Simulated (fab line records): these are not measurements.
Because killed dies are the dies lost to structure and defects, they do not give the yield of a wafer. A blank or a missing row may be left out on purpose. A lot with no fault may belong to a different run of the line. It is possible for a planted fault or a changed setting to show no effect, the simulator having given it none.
Chamber matching | flow nand-harc | NHARC_A_STAIRCASE_DESCUM_11 on rie-diel-06: 4 sister chambers
The step chemistry O2, time 3 s. 4 wafers are shown with their chamber, then 7 later ones without.

== EACH WAFER AND ITS CHAMBER ==
wafer  | chamber | showerhead-plenum-p-Torr (Torr)
L076.6 | 1       | 1.97
L083.5 | 0       | 1.88
L088.2 | 2       | 1.92
L088.4 | 3       | 1.82

== WAFERS WITH NO CHAMBER GIVEN ==
wafer  | showerhead-plenum-p-Torr (Torr)
L088.5 | 1.95
L090.1 | 1.87
L090.2 | 1.95
L090.3 | 1.82
L095.1 | 1.95
L095.2 | 1.82
L095.4 | 1.91

== WHICH CHAMBER EACH ONE RAN IN ==
wafer  | from the rows above     | in truth
L088.5 | can't be placed: 1 or 2 | 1
L090.1 | 0                       | 0
L090.2 | can't be placed: 1 or 2 | 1
L090.3 | 3                       | 3
L095.1 | can't be placed: 1 or 2 | 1
L095.2 | 3                       | 3
L095.4 | can't be placed: 2 or 0 | 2
3 of 7 placed correctly. Not placeable from these rows: 4 (in 4, the candidates include the true chamber). Number placed wrongly: 0.
How it was worked out, from the rows above alone: a wafer's distance from a chamber is the root of the sum, over the readings, of the square of ((its reading less the chamber's mean) divided by the reading's scatter). If the next closest chamber is less than 2 further off than the closest, the wafer can't be placed; otherwise it belongs to the closest. A chamber's mean is the mean of its shown wafers. The scatter: root of mean squared gap, hidden wafer to nearest shown wafer, with one shown wafer a chamber.
